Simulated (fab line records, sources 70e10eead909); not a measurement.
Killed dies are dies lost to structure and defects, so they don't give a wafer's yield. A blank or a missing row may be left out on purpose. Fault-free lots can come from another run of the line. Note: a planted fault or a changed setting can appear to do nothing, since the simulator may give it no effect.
Which tool did it?    flow nand-harc    12 lots with 36 wafers sampled at 5 steps, on a route of 1302 steps

== WHAT THE GAUGES SHOWED, per wafer ==
NHARC_END_SORT_01. Usual: killed-at-array 52, standard deviation 16; killed-at-other 0.8, standard deviation 0.98; killed-at-periphery 4.2, standard deviation 2.9; killed-dies 57, standard deviation 16; killed-open 3.3, standard deviation 1.9; killed-short 2.5, standard deviation 1.5.
lot   measured      on         killed-at-array  killed-at-other  killed-at-periphery  killed-dies  killed-open  killed-short  flag
L210  day 27 00:40  prober-02  72 78 63         0 0 0            91 66 71             163 144 134  3 2 8        4 2 3         OFF
L214  day 28 16:54  prober-02  51 54 69         1 1 2            95 93 67             147 148 138  6 1 3        2 2 3         OFF

== WHICH TOOL RAN EACH LOT (tool, then ch and the chambers of the sampled wafers, then the start) ==
lot   NHARC_P_CONTACT_ETCH_31             NHARC_A_BONDPAD_PRE_CLEAN_26             NHARC_A_BONDPAD_PVD_17                   NHARC_THIN_TSV_ETCH_44
L204  rie-diel-05 ch 0,1,2, day 6 05:51   pvd-sputter-03, day 24 14:16 or earlier  pvd-sputter-03, day 24 14:16 or earlier  rie-diel-11 ch 0,1,3, day 24 14:16
L205  rie-diel-01 ch 1,2,3, day 6 06:35   pvd-sputter-01, day 24 13:10 or earlier  pvd-sputter-01, day 24 13:10 or earlier  rie-diel-06 ch 1,2, day 24 13:10
L209  rie-diel-01 ch 0,3, day 8 01:02     pvd-sputter-02, day 25 06:21 or earlier  pvd-sputter-02, day 25 06:21 or earlier  rie-diel-03 ch 0,2, day 25 06:21
L210  rie-diel-01 ch 1,2, day 8 20:37     pvd-sputter-03, day 26 11:08 or earlier  pvd-sputter-03, day 26 11:08 or earlier  rie-diel-06 ch 0,1, day 26 11:08
L214  rie-diel-01 ch 0,1,3, day 9 22:56   pvd-sputter-01, day 28 00:44 or earlier  pvd-sputter-01, day 28 00:44 or earlier  rie-diel-11 ch 0,1,3, day 28 00:44
L217  rie-diel-05 ch 0,2,3, day 11 10:17  pvd-sputter-02, day 29 14:41 or earlier  pvd-sputter-02, day 29 14:41 or earlier  rie-diel-06 ch 0,1,3, day 29 14:41
L220  rie-diel-08 ch 1,2,3, day 12 15:11  pvd-sputter-03, day 30 15:31 or earlier  pvd-sputter-03, day 30 15:31 or earlier  rie-diel-06 ch 0,2, day 30 15:31
L221  rie-diel-01 ch 0,2, day 12 19:25    pvd-sputter-02, day 30 21:01 or earlier  pvd-sputter-02, day 30 21:01 or earlier  rie-diel-11 ch 1,3, day 30 21:01
L223  rie-diel-08 ch 1,2,3, day 13 19:23  pvd-sputter-02, day 31 16:44 or earlier  pvd-sputter-02, day 31 16:44 or earlier  rie-diel-06 ch 0,1,3, day 31 16:44
L225  rie-diel-08 ch 0,1, day 15 06:09    pvd-sputter-01, day 32 22:27 or earlier  pvd-sputter-01, day 32 22:27 or earlier  rie-diel-11 ch 0,1,2, day 32 22:27
L226  rie-diel-01 ch 0,2,3, day 15 08:26  pvd-sputter-02, day 32 21:12 or earlier  pvd-sputter-02, day 32 21:12 or earlier  rie-diel-03 ch 0,1,2, day 32 21:12
L227  rie-diel-08 ch 0,1,2, day 15 17:59  pvd-sputter-03, day 33 11:23 or earlier  pvd-sputter-03, day 33 11:23 or earlier  rie-diel-06 ch 1,2,3, day 33 11:23
- NHARC_P_CONTACT_ETCH_31: etches the open film in CH3F/O2, target depth 30 nm, time 85.7 s.
- NHARC_A_BONDPAD_PRE_CLEAN_26: time 30 s.
- NHARC_A_BONDPAD_PVD_17: deposits TaN, target thk 5 nm, time 8.06 s.
- NHARC_THIN_TSV_ETCH_44: etches the open film in CF4/O2, target depth 1594.2 nm, time 797.1 s.

== WHAT THE TOOLS THEMSELVES READ (means of the sampled wafers that have a number; where no wafer has one, the mark that the record gives instead) ==
NHARC_P_CONTACT_ETCH_31. Usual: drypump-motor-current-A 5.8 A, standard deviation 0.56; oes-product-au 0.976 a.u., standard deviation 0.019; rf-vpp-V 244.7 V, standard deviation 1.4; showerhead-plenum-p-Torr 2.49 Torr, standard deviation 0.079; throttle-valve-pct 20.665 %, standard deviation 0.0091.
lot   tool         drypump-motor-current-A (A)  oes-product-au (a.u.)  rf-vpp-V (V)  showerhead-plenum-p-Torr (Torr)  throttle-valve-pct (%)  flag
L204  rie-diel-05  6.0                          0.980                  243.9         2.44                             20.660                  
L205  rie-diel-01  5.7                          0.981                  245.9         2.57                             20.671                  
L209  rie-diel-01  5.2                          0.996                  244.3         2.52                             20.671                  
L210  rie-diel-01  5.6                          0.953                  246.1         2.56                             20.660                  
L214  rie-diel-01  5.5                          0.990                  245.9         2.56                             20.666                  
L217  rie-diel-05  5.5                          0.983                  244.6         2.42                             20.655                  
L220  rie-diel-08  6.3                          0.989                  244.0         2.48                             20.655                  
L221  rie-diel-01  5.1                          0.977                  244.2         2.47                             20.667                  
L223  rie-diel-08  6.3                          0.971                  244.5         2.48                             20.667                  
L225  rie-diel-08  6.1                          0.979                  244.2         2.44                             20.659                  
L226  rie-diel-01  5.4                          0.973                  245.3         2.53                             20.659                  
L227  rie-diel-08  6.1                          0.970                  244.3         2.48                             20.663                  

NHARC_A_BONDPAD_PRE_CLEAN_26. Usual: heater-power-w 408 W, standard deviation 37; susceptor-temp-C 280.02 C, standard deviation 0.17.
lot   tool            heater-power-w (W)  susceptor-temp-C (C)  flag
L204  pvd-sputter-03  427                 279.95                
L205  pvd-sputter-01  451                 279.89                
L209  pvd-sputter-02  383                 280.02                
L210  pvd-sputter-03  424                 280.14                
L214  pvd-sputter-01  437                 280.20                
L217  pvd-sputter-02  394                 279.91                
L220  pvd-sputter-03  375                 -                     OFF
L221  pvd-sputter-02  393                 279.97                
L223  pvd-sputter-02  382                 279.89                
L225  pvd-sputter-01  425                 279.98                
L226  pvd-sputter-02  385                 279.93                
L227  pvd-sputter-03  399                 280.10                

NHARC_A_BONDPAD_PVD_17. Usual: substrate-temp-c 49.99 C, standard deviation 0.11; throttle-valve-pct 30.0 %, standard deviation 1.
lot   tool            substrate-temp-c (C)  throttle-valve-pct (%)  flag
L204  pvd-sputter-03  50.08                 30.4                    
L205  pvd-sputter-01  50.01                 30.5                    
L209  pvd-sputter-02  50.02                 29.8                    
L210  pvd-sputter-03  49.94                 29.5                    
L214  pvd-sputter-01  50.06                 29.7                    
L217  pvd-sputter-02  50.01                 29.9                    
L220  pvd-sputter-03  49.92                 30.1                    
L221  pvd-sputter-02  49.98                 30.1                    
L223  pvd-sputter-02  50.03                 30.0                    
L225  pvd-sputter-01  50.11                 30.5                    
L226  pvd-sputter-02  50.02                 29.9                    
L227  pvd-sputter-03  49.97                 29.6                    

NHARC_THIN_TSV_ETCH_44. Usual: drypump-motor-current-A 5.9 A, standard deviation 0.36; oes-product-au 1.001 a.u., standard deviation 0.014; rf-vpp-V 794 V, standard deviation 4.6; showerhead-plenum-p-Torr 1.82 Torr, standard deviation 0.074; throttle-valve-pct 16.915 %, standard deviation 0.0082.
lot   tool         drypump-motor-current-A (A)  oes-product-au (a.u.)  rf-vpp-V (V)  showerhead-plenum-p-Torr (Torr)  throttle-valve-pct (%)  flag
L204  rie-diel-11  5.8                          1.000                  795           1.84                             16.915                  
L205  rie-diel-06  5.9                          1.016                  799           1.90                             16.910                  
L209  rie-diel-03  6.1                          1.007                  790           1.77                             16.914                  
L210  rie-diel-06  5.6                          0.998                  794           1.83                             16.900                  
L214  rie-diel-11  5.8                          0.998                  795           1.84                             16.907                  
L217  rie-diel-06  5.8                          1.003                  793           1.80                             16.916                  
L220  rie-diel-06  6.1                          1.006                  796           1.85                             16.916                  
L221  rie-diel-11  6.0                          0.991                  794           1.85                             16.914                  
L223  rie-diel-06  5.8                          1.001                  792           1.80                             16.919                  
L225  rie-diel-11  5.8                          0.991                  797           1.88                             16.909                  
L226  rie-diel-03  5.7                          0.977                  790           1.77                             16.922                  
L227  rie-diel-06  6.0                          1.002                  795           1.83                             16.917                  

== THE ANSWER, worked out from the rows above alone ==
Rule: a lot counts as off when the mean over its wafers that have a number is more than 3 standard deviations away from the usual mean. Also off: a lot with no number at a reading for which 4 or more lots have one. Where the step has rows for the other lots, those lots are counted as sound. First the gauges in route order, then the tools' own readings, where a lot's mean is used as printed above. The first step at which some lot is off is used, and at that step the reading that is off furthest; a lot without a number counts as furthest.
Off, at NHARC_END_SORT_01 on killed-at-periphery: L210, L214. Neither off nor sound, because the step has no rows for them: L204, L205, L209, L217, L220, L221, L223, L225, L226, L227.
If a tool, at a process step before that reading, ran all the lots that are off and no sound lot after the first of them, it fits. The gauges at NHARC_END_SORT_01 are tried like those tools. Because NHARC_A_BONDPAD_PRE_CLEAN_26 lacks a start for some lots, the hours and order of its lots are taken from NHARC_THIN_TSV_ETCH_44. Because NHARC_A_BONDPAD_PVD_17 lacks a start for some lots, the hours and order of its lots are taken from NHARC_THIN_TSV_ETCH_44. 2 tools fit, rie-diel-01 at NHARC_P_CONTACT_ETCH_31 and prober-02 at NHARC_END_SORT_01, so this cannot tell which one it is.

== WHAT HAD BEEN PUT IN BY THE SIMULATOR ==
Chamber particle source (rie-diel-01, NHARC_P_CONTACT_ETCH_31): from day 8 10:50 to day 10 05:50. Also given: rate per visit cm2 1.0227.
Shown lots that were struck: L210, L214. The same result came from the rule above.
